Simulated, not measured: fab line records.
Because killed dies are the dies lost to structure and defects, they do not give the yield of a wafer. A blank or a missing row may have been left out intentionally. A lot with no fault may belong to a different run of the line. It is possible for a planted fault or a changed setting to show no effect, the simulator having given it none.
Chamber matching	flow n5-finfet	N5_FIN_SAQP_DESCUM_21 on rie-diel-03 has 4 sister chambers
The step chemistry O2, time 7.9 s. 20 wafers are shown with their chamber, then 10 later ones without.

== EACH WAFER AND ITS CHAMBER ==
wafer	chamber	showerhead-plenum-p-Torr (Torr)	drypump-motor-current-A (A)	throttle-valve-pct (%)
L074.2	1	2.10	5.6	20.45
L074.3	3	2.16	5.7	20.91
L074.4	2	1.98	5.7	20.34
L076.1	2	1.98	5.7	20.34
L076.2	1	2.09	5.6	20.46
L076.5	0	2.07	5.1	20.81
L077.3	0	2.07	5.0	20.82
L077.4	3	2.16	5.7	20.90
L077.6	2	1.98	5.7	20.34
L080.1	3	2.16	5.7	20.93
L080.3	1	2.09	5.6	20.48
L080.4	2	1.97	5.7	20.35
L083.3	0	2.06	5.0	20.43
L083.4	1	2.09	5.6	20.48
L083.5	3	2.15	5.7	20.93
L084.1	1	2.09	5.6	20.49
L084.5	0	2.06	5.1	20.42
L084.6	1	2.09	5.5	20.46
L086.2	0	2.06	5.0	20.44
L086.3	3	2.15	5.6	20.94

SIGNATURES, as means of the wafers listed above
reading	chamber 0	chamber 1	chamber 2	chamber 3	scatter within a chamber
showerhead-plenum-p-Torr	2.0640	2.0917	1.9775	2.1560	0.00499
drypump-motor-current-A	5.040	5.583	5.700	5.680	0.0421
throttle-valve-pct	20.5840	20.4700	20.3425	20.9220	0.106
Rule: a wafer lies at a distance from a chamber equal to the root of the sum of squares, over the readings, of (its reading less the chamber's mean, divided by the reading's scatter). If the next closest chamber is less than 2 further off than the closest, the wafer can't be placed; otherwise it belongs to the closest. The scatter: take each reading less its chamber's mean, square it, sum over the shown wafers, divide by the number of wafers less the number of chambers, and take the root.

== WAFERS MISSING THEIR CHAMBER ==
wafer	showerhead-plenum-p-Torr (Torr)	drypump-motor-current-A (A)	throttle-valve-pct (%)
L086.6	2.23	5.6	19.97
L088.1	2.08	5.6	20.49
L088.4	2.06	5.0	20.45
L088.5	2.08	5.6	20.50
L089.2	2.08	5.5	20.50
L089.3	2.15	5.7	20.96
L089.6	2.15	5.7	20.97
L095.2	2.23	5.7	19.99
L095.4	2.08	5.5	20.52
L095.6	2.06	5.0	20.46

== THE CHAMBER EACH PASSED THROUGH ==
wafer	from the rows above	in truth
L086.6	3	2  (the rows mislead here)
L088.1	1	1
L088.4	0	0
L088.5	1	1
L089.2	1	1
L089.3	3	3
L089.6	3	3
L095.2	3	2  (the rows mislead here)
L095.4	1	1
L095.6	0	0
8 of 10 placed correctly. Number that these rows cannot place: 0. Number placed wrongly: 2.
